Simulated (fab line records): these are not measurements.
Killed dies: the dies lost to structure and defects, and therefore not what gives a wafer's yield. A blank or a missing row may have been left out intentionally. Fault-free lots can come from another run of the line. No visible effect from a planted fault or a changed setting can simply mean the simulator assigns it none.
fab line records | flow n5-finfet
record lots=9 | wafers=27 | last-day=17
route steps=1938 shown BEOL_M0@716 BEOL_M4@1111 PASSIVATION@1936
lots that met no fault: taken from a fault-free run of the same line
start-h: the number of hours between the record's first day and the start of the first shown wafer of the lot | wait-h: hours from the lot's prior step to this one | " repeats the value in the row above | L1.1+2: one row covering several wafers at once | - no value present, or no start provided | * or withheld: withheld | < > ~ a bound
route shown NAME@n: a module of which the file shows steps, and the number in the route of the first | usual: average and standard deviation across the fault-free wafers | same: alike in all rows | chamber/n: place in a boat | sites: readings site by site | _std_site: how widely they spread, as a standard deviation | _edge_site: inner sites' mean taken away from outer sites' mean | radius-mm: for every site, how far away it sits from the centre of the wafer | mask NAME#n: copy n | behind: the most recent tool/chamber to have shaped the wafer | hold: cause of the lot's hold/its duration in hours/its outcome | device: transistor that didn't switch, given as n, p or np | end of line: the same wafers' tests at the end of the route | a step without rows: its recipe alone | killed: dies that structure and defects cost at the first sort, which is not the same as the wafer's yield | map: per-die view of a wafer (x killed, . not killed, _ where there is no die)
set.NAME: setting as actually run; set.NAME@STEP: the setting as run at that earlier step | model.NAME: the simulator's own value behind a step, which no gauge read
route steps across a sampled set of lots; one table per step, one row per wafer
services: when a tool's chamber went out of use (start-h, in hours from the record's first day, below 0 if earlier), for how many hours, and the reason
## steps
# step N5_BEOL_M0_HM_OPEN_105
# recipe chemistry=Cl2/BCl3 | target-depth-a=120 | target=TiN | ion-energy-ev=150 | pressure-mtorr=10 | icp-w=1000 | bias-w=126 | Cl2_flow_sccm=53.25 | bcl3-flow-sccm=21.75 | Ar_flow_sccm=25
# usual drypump-motor-current-A=5.5/0.4 | oes-product-au=0.80/0.1 | throttle-valve-pct=21.89/0.16
lot.wafer | tool         | chamber | start-h | wait-h | drypump-motor-current-A | oes-product-au | rf-hours-counter-h | throttle-valve-pct
L624.1    | rie-metal-02 | 1       | 134.83  | 6.1    | 5.1                     | 0.86           | 14                 | 21.74
L624.4    | "            | 0       | "       | "      | 6.0                     | 0.60           | -                  | 22.18
L624.5    | "            | 1       | "       | "      | 5.2                     | 0.85           | -                  | 21.74
L626.1    | rie-metal-03 | 0       | 137.95  | 1.2    | 5.4                     | 0.73           | 73                 | 21.95
L626.5    | "            | 1       | "       | "      | 6.2                     | 0.60           | -                  | 22.25
L626.6    | "            | 0       | "       | "      | 5.4                     | 0.74           | -                  | 21.94
L628.2    | rie-metal-01 | 1       | 158.73  | 2.2    | 5.2                     | 0.89           | 10                 | 21.84
L628.3    | "            | 1       | "       | "      | 5.2                     | 0.89           | -                  | 21.85
L628.6    | "            | 0       | "       | "      | 5.3                     | 0.77           | -                  | 22.01
L633.2    | rie-metal-03 | 0       | 188.45  | 0.2    | 5.4                     | 0.73           | 80                 | 21.96
L633.3    | "            | 1       | "       | "      | 6.2                     | 0.97           | -                  | 21.66
L633.4    | "            | 0       | "       | "      | 5.4                     | 0.72           | -                  | 21.96
L634.1    | rie-metal-02 | 1       | 192.58  | 0.7    | 5.2                     | 0.82           | 20                 | 21.77
L634.3    | "            | 1       | "       | "      | 5.1                     | 0.82           | -                  | 21.76
L634.4    | "            | 1       | "       | "      | 5.1                     | 0.82           | -                  | 21.77
L636.2    | rie-metal-02 | 1       | 199.01  | 1.3    | 5.2                     | 0.82           | -                  | 21.75
L636.3    | "            | 1       | "       | "      | 5.2                     | 0.82           | -                  | 21.77
L636.5    | "            | 1       | "       | "      | 5.1                     | 0.82           | -                  | 21.75
L643.1    | rie-metal-03 | 0       | 240.36  | 0.2    | 5.4                     | 0.70           | 84                 | 22.01
L643.2    | "            | 1       | "       | "      | 6.2                     | 0.92           | 6                  | 21.68
L643.4    | "            | 0       | "       | "      | 5.4                     | 0.70           | -                  | 21.99
L644.4    | rie-metal-02 | 1       | 253.20  | 6.3    | 5.1                     | 0.80           | -                  | 21.77
L644.5    | "            | 1       | "       | "      | 5.2                     | 0.80           | -                  | 21.78
L644.6    | "            | 0       | "       | "      | 6.0                     | 0.92           | -                  | 21.85
L645.1    | rie-metal-03 | 1       | 255.77  | 0.7    | 6.2                     | 0.92           | 7                  | 21.69
L645.2    | "            | 0       | "       | "      | 5.4                     | 0.71           | 86                 | 21.98
L645.6    | "            | 0       | "       | "      | 5.4                     | 0.69           | -                  | 22.00
# step N5_BEOL_M0_ALD_136
# recipe material=TaN | target-thk-a=* | temp-c=275 | ald-precursor-family=PDMAT | ald-co-reactant=NH3 | pressure-torr=3 | carrier-flow-sccm=1500 | pulse-time-s=2 | purge-time-s=3 | co-reactant-purge-time-s=2 | co-reactant-pulse-time-s=3 | ald-cycles=30 | precursor-vessel-temp-c=75 | precursor-vessel-pressure-torr=26.25 | precursor-vessel-carrier-sccm=1000
# usual ald-cycles=30/0 | chamber-pressure-Torr=3.001/0.0062 | heater-power-w=442/37 | precursor-vessel-temp-c=74.99/0.13
lot.wafer | tool         | chamber | start-h | wait-h | ald-cycles | chamber-pressure-Torr | heater-power-w | precursor-vessel-temp-c
L624.1    | ald-metal-02 | 3       | 138.57  | 0.0    | 30         | 2.996                 | 481            | 75.02
L624.4    | "            | 0       | "       | "      | 30         | 3.003                 | 430            | 75.10
L624.5    | "            | 2       | "       | "      | 30         | 3.000                 | 472            | 74.91
L626.1    | ald-metal-02 | 1       | 139.85  | 0.0    | 30         | 3.000                 | 420            | 74.85
L626.5    | "            | 1       | "       | "      | 30         | 3.002                 | 421            | 74.95
L626.6    | "            | 2       | "       | "      | 30         | 3.008                 | 475            | 75.11
L628.2    | ald-metal-02 | 1       | 160.08  | 0.2    | 30         | 2.990                 | 409            | 75.16
L628.3    | "            | 2       | "       | "      | 30         | 3.005                 | 462            | 74.96
L628.6    | "            | 0       | "       | "      | 30         | 2.997                 | 423            | 75.01
L633.2    | ald-metal-04 | 0       | 191.29  | 0.1    | -          | -                     | -              | -
L633.3    | "            | 2       | "       | "      | -          | -                     | -              | -
L633.4    | "            | 1       | "       | "      | -          | -                     | -              | -
L634.1    | ald-metal-02 | 3       | 194.11  | 0.0    | -          | -                     | -              | -
L634.3    | "            | 2       | "       | "      | -          | -                     | -              | -
L634.4    | "            | 1       | "       | "      | -          | -                     | -              | -
L636.2    | ald-metal-04 | 1       | 200.52  | 0.1    | 30         | 3.000                 | 382            | 74.95
L636.3    | "            | 0       | "       | "      | 30         | 3.005                 | 490            | 75.04
L636.5    | "            | 0       | "       | "      | 30         | 3.010                 | 472            | 74.78
L643.1    | ald-metal-02 | 2       | 241.61  | 0.1    | 30         | 3.001                 | 466            | 74.81
L643.2    | "            | 1       | "       | "      | 30         | 2.998                 | 393            | 74.73
L643.4    | "            | 0       | "       | "      | 30         | 2.993                 | 417            | 74.91
L644.4    | ald-metal-02 | 1       | 254.45  | 0.0    | 30         | 3.010                 | 415            | 74.84
L644.5    | "            | 1       | "       | "      | 30         | 3.009                 | 411            | 74.97
L644.6    | "            | 0       | "       | "      | 30         | 2.990                 | 420            | 74.74
L645.1    | ald-metal-04 | 3       | 256.93  | 0.0    | 30         | 3.002                 | 464            | 75.10
L645.2    | "            | 0       | "       | "      | 30         | 3.003                 | 493            | 75.12
L645.6    | "            | 2       | "       | "      | 30         | 2.988                 | 433            | 75.11
# step N5_BEOL_M0_SPUTTER_116
# recipe material=Cu | target-thk-a=40 | temp-c=-20 | chamber-pressure-pa=0.07 | power-w=withheld | time-s=7.37
# usual throttle-valve-pct=30.0/1.2
lot.wafer | tool           | chamber | start-h | wait-h | throttle-valve-pct
L624.1    | pvd-sputter-02 | -       | 139.15  | 0.2    | 30.7
L624.4    | "              | -       | "       | "      | 31.0
L624.5    | "              | -       | "       | "      | 30.9
L626.1    | pvd-sputter-03 | -       | 140.45  | 0.1    | 28.3
L626.5    | "              | -       | "       | "      | 28.6
L626.6    | "              | -       | "       | "      | 30.5
L628.2    | pvd-sputter-02 | -       | 160.71  | 0.2    | 31.0
L628.3    | "              | -       | "       | "      | 30.6
L628.6    | "              | -       | "       | "      | 30.6
L633.2    | pvd-sputter-02 | -       | 191.76  | 0.1    | 30.6
L633.3    | "              | -       | "       | "      | 30.9
L633.4    | "              | -       | "       | "      | 30.9
L634.1    | pvd-sputter-03 | -       | 194.60  | 0.1    | 28.3
L634.3    | "              | -       | "       | "      | 28.6
L634.4    | "              | -       | "       | "      | 28.9
L636.2    | pvd-sputter-03 | -       | 201.06  | 0.2    | 28.6
L636.3    | "              | -       | "       | "      | 30.6
L636.5    | "              | -       | "       | "      | 28.4
L643.1    | pvd-sputter-02 | -       | 243.61  | 1.3    | 30.7
L643.2    | "              | -       | "       | "      | 30.9
L643.4    | "              | -       | "       | "      | 30.7
L644.4    | pvd-sputter-02 | -       | 255.29  | 0.2    | 30.9
L644.5    | "              | -       | "       | "      | 31.0
L644.6    | "              | -       | "       | "      | 31.0
L645.1    | pvd-sputter-02 | -       | 257.53  | 0.2    | 30.9
L645.2    | "              | -       | "       | "      | 30.8
L645.6    | "              | -       | "       | "      | 30.8
# step N5_BEOL_M0_ANNEAL_135
# recipe temp-c=400 | time-s=60 | ambient=vacuum
# usual heater-power-w=846/64
lot.wafer | tool           | chamber | start-h | wait-h | heater-power-w
L624.1    | pvd-sputter-02 | -       | 139.47  | 0.0    | 882
L624.4    | "              | -       | "       | "      | 915
L624.5    | "              | -       | "       | "      | 854
L626.1    | pvd-sputter-03 | -       | 140.77  | 0.0    | 674
L626.5    | "              | -       | "       | "      | 855
L626.6    | "              | -       | "       | "      | 863
L628.2    | pvd-sputter-02 | -       | 161.03  | 0.0    | 912
L628.3    | "              | -       | "       | "      | 892
L628.6    | "              | -       | "       | "      | 857
L633.2    | pvd-sputter-02 | -       | 192.08  | 0.0    | 882
L633.3    | "              | -       | "       | "      | 854
L633.4    | "              | -       | "       | "      | 918
L634.1    | pvd-sputter-03 | -       | 194.92  | 0.0    | 825
L634.3    | "              | -       | "       | "      | 712
L634.4    | "              | -       | "       | "      | 780
L636.2    | pvd-sputter-03 | -       | 201.38  | 0.0    | 698
L636.3    | "              | -       | "       | "      | 887
L636.5    | "              | -       | "       | "      | 856
L643.1    | pvd-sputter-02 | -       | 243.93  | 0.0    | 831
L643.2    | "              | -       | "       | "      | 904
L643.4    | "              | -       | "       | "      | 911
L644.4    | pvd-sputter-02 | -       | 255.61  | 0.0    | 879
L644.5    | "              | -       | "       | "      | 856
L644.6    | "              | -       | "       | "      | 868
L645.1    | pvd-sputter-02 | -       | 257.85  | 0.0    | 867
L645.2    | "              | -       | "       | "      | 921
L645.6    | "              | -       | "       | "      | 839
# step N5_BEOL_M0_CMP_120
# recipe stop-on=SiOC | t-overpolish-s=6.9 | down-force-psi=1 | platen-rpm=50 | clearing-platen-down-force-psi=1.5 | clearing-platen-rpm=50 | post-cmp-clean=cu-alkaline | clearing-platen-pad-velocity-m-s=0.99484 | pad-velocity-m-s=0.99484
# usual barrier-field-endpoint-s=3.58/0.13 | edge-zone-pressure-frac=1.000/0.0049 | motor-current-A=6.2/0.6
lot.wafer | tool   | chamber | start-h | wait-h | barrier-field-endpoint-s | edge-zone-pressure-frac | motor-current-A
L624.4    | cmp-02 | 0       | 140.16  | 0.1    | 3.76                     | 1.004                   | 5.8
L624.1    | "      | 2       | "       | "      | 3.89                     | 1.002                   | 6.4
L624.5    | "      | 0       | "       | "      | 3.85                     | 1.005                   | 5.9
L626.1    | cmp-02 | 3       | 141.30  | 0.3    | 3.55                     | 1.002                   | 6.4
L626.5    | "      | 3       | "       | "      | 3.69                     | 1.003                   | 6.3
L626.6    | "      | 0       | "       | "      | 3.65                     | 1.004                   | 5.8
L628.2    | cmp-01 | 3       | 161.63  | 0.2    | 3.53                     | 0.994                   | 6.1
L628.3    | "      | 2       | "       | "      | 3.63                     | 0.999                   | 6.0
L628.6    | "      | 3       | "       | "      | 3.47                     | 0.995                   | 6.0
L633.4    | cmp-02 | 0       | 192.79  | 0.1    | 1.82                     | 1.004                   | 5.6
L633.2    | "      | 1       | "       | "      | 1.79                     | 0.999                   | 5.5
L633.3    | "      | 3       | "       | "      | 1.82                     | 0.997                   | 6.8
L634.4    | cmp-01 | 0       | 195.65  | 0.1    | 1.63                     | 0.995                   | 7.4
L634.1    | "      | 1       | "       | "      | 1.61                     | 0.994                   | 6.3
L634.3    | "      | 3       | "       | "      | 1.88                     | 1.006                   | 6.1
L636.3    | cmp-01 | 1       | 201.95  | 0.2    | 3.57                     | 0.997                   | 6.5
L636.2    | "      | 3       | "       | "      | 3.66                     | 1.002                   | 6.3
L636.5    | "      | 1       | "       | "      | 3.52                     | 1.001                   | 6.5
L643.4    | cmp-03 | 2       | 244.63  | 0.2    | 3.76                     | 1.007                   | 5.9
L643.2    | "      | 0       | "       | "      | 3.70                     | 1.002                   | 7.1
L643.1    | "      | 1       | "       | "      | 3.78                     | 0.998                   | 5.7
L644.4    | cmp-01 | 1       | 256.22  | 0.2    | 3.44                     | 0.997                   | 6.3
L644.6    | "      | 3       | "       | "      | 3.71                     | 1.000                   | 5.9
L644.5    | "      | 0       | "       | "      | 3.76                     | 0.994                   | 7.2
L645.2    | cmp-03 | 0       | 260.11  | 1.9    | 3.46                     | 0.995                   | 6.5
L645.1    | "      | 1       | "       | "      | 3.74                     | 0.991                   | 5.8
L645.6    | "      | 3       | "       | "      | 3.72                     | 1.000                   | 5.3
# step N5_BEOL_M4_RC_MEAS_101
# usual DIBL_N=35.8/1.6 | DIBL_P=36.0/2.1 | IOFF_N=0.153/0.026 | IOFF_P=0.21/0.037 | ION_N=673/11 | ION_P=462/7.6 | SS_N=71.4/0.53 | SS_P=73.2/0.67 | VT_N=250/3.2 | VT_P=-250/3.7
lot.wafer | tool      | chamber | start-h | wait-h | DIBL_N[mV/V] | DIBL_P[mV/V] | IOFF_N[nA/um] | IOFF_P[nA/um] | ION_N[uA/um] | ION_P[uA/um] | SS_N[mV/dec] | SS_P[mV/dec] | VT_N[mV] | VT_P[mV]
L624.1    | prober-01 | 0       | 191.95  | 0.0    | 36.7         | 38.9         | 0.176         | 0.28          | 693          | 472          | 71.4         | 74.1         | 250      | -243
L624.4    | "         | 0       | "       | "      | 37.7         | 40.2         | 0.201         | 0.32          | 682          | 477          | 72.1         | 74.1         | 246      | -240
L624.5    | "         | 0       | "       | "      | 35.7         | 37.7         | 0.146         | 0.26          | 673          | 470          | 71.0         | 73.2         | 252      | -244
L626.1    | prober-01 | 0       | 198.14  | 0.0    | 37.5         | 36.1         | 0.193         | 0.24          | 691          | 468          | 71.4         | 73.7         | 245      | -246
L626.5    | "         | 0       | "       | "      | 37.4         | 36.3         | 0.183         | 0.25          | 685          | 471          | 70.9         | 73.9         | 246      | -243
L626.6    | "         | 0       | "       | "      | 36.8         | 35.5         | 0.180         | 0.24          | 697          | 476          | 70.6         | 72.9         | 245      | -243
L628.2    | prober-02 | 0       | 207.61  | 0.2    | 37.0         | 38.7         | 0.192         | 0.25          | 690          | 467          | 71.4         | 73.6         | 248      | -247
L628.3    | "         | 0       | "       | "      | 35.2         | 35.6         | 0.153         | 0.20          | 680          | 464          | 71.2         | 73.2         | 250      | -253
L628.6    | "         | 0       | "       | "      | 35.6         | 36.5         | 0.159         | 0.21          | 670          | 463          | 71.8         | 72.8         | 252      | -250
L636.2    | prober-02 | 0       | 249.67  | 0.2    | 38.2         | 38.4         | 0.195         | 0.25          | 687          | 470          | 71.4         | 74.1         | 247      | -247
L636.3    | "         | 0       | "       | "      | 36.9         | 36.4         | 0.161         | 0.22          | 676          | 463          | 71.7         | 73.1         | 248      | -247
L636.5    | "         | 0       | "       | "      | 35.5         | 36.7         | 0.151         | 0.23          | 679          | 468          | 71.4         | 73.3         | 249      | -247
L643.1    | prober-02 | 0       | 302.40  | 0.0    | 37.5         | 38.2         | 0.156         | 0.21          | 668          | 458          | 71.6         | 73.6         | 251      | -251
L643.2    | "         | 0       | "       | "      | 38.3         | 39.0         | 0.157         | 0.24          | 672          | 469          | 71.8         | 74.3         | 252      | -250
L643.4    | "         | 0       | "       | "      | 38.3         | 38.8         | 0.167         | 0.22          | 674          | 458          | 71.5         | 73.8         | 248      | -249
L644.4    | prober-01 | 0       | 302.60  | 0.5    | 33.2         | 32.0         | 0.110         | 0.15          | 664          | 457          | 70.9         | 71.6         | 256      | -254
L644.5    | "         | 0       | "       | "      | 34.2         | 32.8         | 0.118         | 0.15          | 667          | 458          | 71.0         | 72.4         | 253      | -256
L644.6    | "         | 0       | "       | "      | 37.3         | 37.4         | 0.188         | 0.24          | 685          | 467          | 71.0         | 73.3         | 246      | -250
L645.1    | prober-01 | 0       | 306.13  | 0.0    | 38.3         | 36.3         | 0.182         | 0.21          | 675          | 454          | 71.5         | 73.9         | 248      | -251
L645.2    | "         | 0       | "       | "      | 34.6         | 32.5         | 0.124         | 0.17          | 668          | 456          | 71.3         | 72.6         | 254      | -253
L645.6    | "         | 0       | "       | "      | 35.0         | 33.8         | 0.136         | 0.18          | 665          | 461          | 71.1         | 73.1         | 249      | -253
# step N5_PASSIVATION_PROBE_49
# usual defect-limited-yield=91.3/1.5 | killed_at_M0_to_M3=33/12 | killed_at_M4_up=13/5.2 | killed-at-contacts=13/6.7 | killed-at-front-end=40/11 | killed-at-other=4.1/2.7 | killed-dies=103/17 | killed-on-rim=14/4.2 | killed-open=69/13 | killed-short=33/8.4 | sort_bin_5_function=5.1/1 | sort_bin_6_memory=3.2/0.62 | sort-n-pass=1077/17 | sort-yield-pct=91.3/1.5
# same gross-dies=1180 | killed-at-back-side=0 | sort_bin_4_leakage[%]=0 | sort_bin_8_speed[%]=0
lot.wafer | tool      | chamber | start-h | wait-h | defect-limited-yield[%] | killed_at_M0_to_M3 | killed_at_M4_up | killed-at-contacts | killed-at-front-end | killed-at-other | killed-dies | killed-on-rim | killed-open | killed-short | sort_bin_5_function[%] | sort_bin_6_memory[%] | sort-n-pass | sort-yield-pct[%]
L628.2    | prober-02 | -       | 315.25  | 0.1    | 93.5                    | 18                 | 16              | 12                 | 25                  | 6               | 77          | 6             | 47          | 29           | 3.4                    | 2.6                  | 1103        | 93.5
L628.3    | prober-02 | -       | 315.30  | 0.1    | 90.5                    | 57                 | 8               | 6                  | 35                  | 6               | 112         | 11            | 65          | 47           | 5.8                    | 3.2                  | 1068        | 90.5
L628.6    | prober-02 | -       | 315.45  | 0.3    | 89.6                    | 42                 | 18              | 3                  | 54                  | 6               | 123         | 16            | 67          | 54           | 5.8                    | 4.2                  | 1057        | 89.6
L634.1    | prober-01 | -       | 344.00  | 0.0    | 0                       | 1099               | 14              | 24                 | 41                  | 2               | 1180        | 152           | 67          | 30           | 96.9                   | 2.8                  | 0           | 0
L634.3    | prober-01 | -       | 344.10  | 0.1    | 0                       | 1087               | 13              | 15                 | 62                  | 3               | 1180        | 152           | 84          | 25           | 96.0                   | 3.6                  | 0           | 0
L634.4    | prober-01 | -       | 344.15  | 0.2    | 0                       | 1103               | 18              | 9                  | 42                  | 8               | 1180        | 152           | 70          | 35           | 96.9                   | 2.9                  | 0           | 0
L633.2    | prober-01 | -       | 358.59  | 0.8    | 0                       | 1107               | 12              | 18                 | 42                  | 1               | 1180        | 152           | 63          | 32           | 96.9                   | 2.6                  | 0           | 0
L633.3    | prober-01 | -       | 358.64  | 0.8    | 0                       | 1069               | 6               | 21                 | 82                  | 2               | 1180        | 152           | 97          | 41           | 95.9                   | 3.7                  | 0           | 0
L633.4    | prober-01 | -       | 358.69  | 0.9    | 0                       | 1106               | 8               | 23                 | 39                  | 4               | 1180        | 152           | 66          | 27           | 96.4                   | 3.2                  | 0           | 0
# killed by level:class
L628.2 MOL_CONTACT_COAG:geometric-particle:open=11 BEOL_M0_SAQP:geometric-particle:short=7 DUMMY_GATE:geometric-particle:open=6 GATE_CUT:geometric-particle:short=6 STI_FIN_REVEAL:geometric-particle:open=4 BEOL_M0_SAQP:geometric-particle:open=4 BEOL_M1:geometric-particle:open=4 BEOL_M5:geometric-particle:open=4
L628.3 BEOL_M0_SAQP:geometric-particle:open=15 BEOL_M2:geometric-particle:open=13 BEOL_M0_SAQP:geometric-particle:short=10 FIN_SAQP:geometric-particle:short=9 FIN_SAQP:geometric-particle:open=7 STARTING-WAFER:geometric-particle:short=5 MOL_CONTACT_COAG:geometric-particle:open=4 BEOL_M1:geometric-particle:open=4
L628.6 FIN_SAQP:geometric-particle:short=20 BEOL_M0_SAQP:geometric-particle:short=12 FIN_SAQP:geometric-particle:open=10 BEOL_M1:geometric-particle:open=8 STI_FIN_REVEAL:geometric-particle:open=7 BEOL_M0_SAQP:geometric-particle:open=6 BEOL_M4:geometric-particle:open=6 BEOL_M2:geometric-particle:open=4
L634.1 BEOL_M0:area-ald=1082 MOL_CONTACT_COAG:geometric-particle:open=19 FIN_SAQP:geometric-particle:open=11 BEOL_M4:geometric-particle:open=8 STI_FIN_REVEAL:geometric-particle:open=7 MOL_CONTACT_COAG:geometric-particle:short=5 FIN_SAQP:geometric-particle:short=4 DUMMY_GATE:geometric-particle:short=4
L634.3 BEOL_M0:area-ald=1071 FIN_SAQP:geometric-particle:open=20 STI_FIN_REVEAL:geometric-particle:open=12 MOL_CONTACT_COAG:geometric-particle:open=11 FIN_SAQP:geometric-particle:short=8 BEOL_M3:geometric-particle:open=8 DUMMY_GATE:geometric-particle:open=7 BEOL_M4:geometric-particle:open=5
L634.4 BEOL_M0:area-ald=1074 STI_FIN_REVEAL:geometric-particle:open=9 MOL_CONTACT_COAG:geometric-particle:open=7 BEOL_M2:geometric-particle:open=7 STARTING-WAFER:geometric-particle:open=6 BEOL_M0_SAQP:geometric-particle:short=5 BEOL_M1:geometric-particle:open=5 BEOL_M5:geometric-particle:open=5
L633.2 BEOL_M0:area-ald=1085 MOL_CONTACT_COAG:geometric-particle:open=14 FIN_SAQP:geometric-particle:short=10 FIN_SAQP:geometric-particle:open=8 BEOL_M1:geometric-particle:open=7 BEOL_M2:geometric-particle:open=7 GATE_CUT:geometric-particle:short=6 BEOL_M4:geometric-particle:open=6
L633.3 BEOL_M0:area-ald=1040 STI_FIN_REVEAL:geometric-particle:open=31 MOL_CONTACT_COAG:geometric-particle:open=14 BEOL_M3:geometric-particle:open=11 FIN_SAQP:geometric-particle:short=7 MOL_CONTACT_COAG:geometric-particle:short=7 DUMMY_GATE:geometric-particle:open=6 GATE_CUT:geometric-particle:short=6
L633.4 BEOL_M0:area-ald=1086 MOL_CONTACT_COAG:geometric-particle:open=20 GATE_CUT:geometric-particle:short=13 STI_FIN_REVEAL:geometric-particle:open=9 BEOL_M2:geometric-particle:open=8 BEOL_M1:geometric-particle:open=5 FIN_SAQP:geometric-particle:open=4 MOL_CONTACT_COAG:geometric-particle:short=3
## services
tool           | chamber | start-h | hours | kind
cmp-03         | -       | 114.49  | 0.3   | repair
pvd-sputter-02 | -       | 114.88  | 19.9  | repair
rie-metal-01   | -       | 124.67  | 2.8   | pm
cmp-02         | -       | 136.75  | 1.0   | repair
rie-metal-03   | 1       | 145.75  | -     | clean
rie-metal-03   | 1       | 145.75  | 24.8  | scheduled-down
rie-metal-03   | 1       | 145.75  | 24.8  | vent-cycle
cmp-02         | -       | 157.28  | 1.2   | repair
cmp-02         | -       | 166.88  | 3.1   | repair
rie-metal-03   | 1       | 171.39  | 9.5   | repair
cmp-03         | -       | 172.84  | 7.8   | repair
ald-metal-02   | 3       | 178.85  | 12.1  | repair
rie-metal-01   | 1       | 181.95  | 1.7   | repair
cmp-01         | -       | 183.55  | 2.5   | repair
cmp-03         | -       | 183.94  | 1.6   | repair
ald-metal-04   | -       | 192.07  | 2.8   | pm
cmp-03         | -       | 206.66  | 7.8   | pm
ald-metal-02   | 3       | 209.07  | 23.7  | repair
ald-metal-02   | 2       | 228.14  | 6.6   | repair
rie-metal-01   | -       | 231.41  | 5.1   | repair
cmp-01         | -       | 236.34  | 4.0   | pm
cmp-03         | -       | 237.81  | 4.0   | pm
rie-metal-01   | 0       | 248.82  | 21.7  | repair
rie-metal-02   | -       | 249.19  | 2.8   | pm
## key
first-sign step=N5_BEOL_M0_ALD_136 | reading=tool-record | direction=missing
effect step=N5_BEOL_M0_CMP_120 | reading=barrier-field-endpoint-s | direction=down | sigmas=14 | usual=3.58 | struck=1.76
effect step=N5_PASSIVATION_PROBE_49 | reading=killed_at_M0_to_M3 | direction=up | sigmas=92 | usual=33 | struck=1095
more-kills-born-at N5_BEOL_M0_ALD_136@ald-metal-02=3227 | N5_BEOL_M0_ALD_136@ald-metal-04=3211
met-at N5_BEOL_M0_ALD_136
struck-lots L633,L634
later-rows-left-out L633.2,L633.3,L633.4,L634.1,L634.3,L634.4
not-acting-at N5_BEOL_M0_HM_OPEN_105,N5_BEOL_M0_SPUTTER_116,N5_BEOL_M0_ANNEAL_135
onset-between 160.08 191.29
fault kind=skipped-step-whole | tool=ald-metal-02,ald-metal-04 | chamber=- | onset-h=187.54 | steps=N5_BEOL_M0_ALD_136 | scope=struck-lots-only
# later-rows-left-out: the simulator's readings of these wafers behind a module that went badly wrong aren't trusted and aren't shown, but for the sort
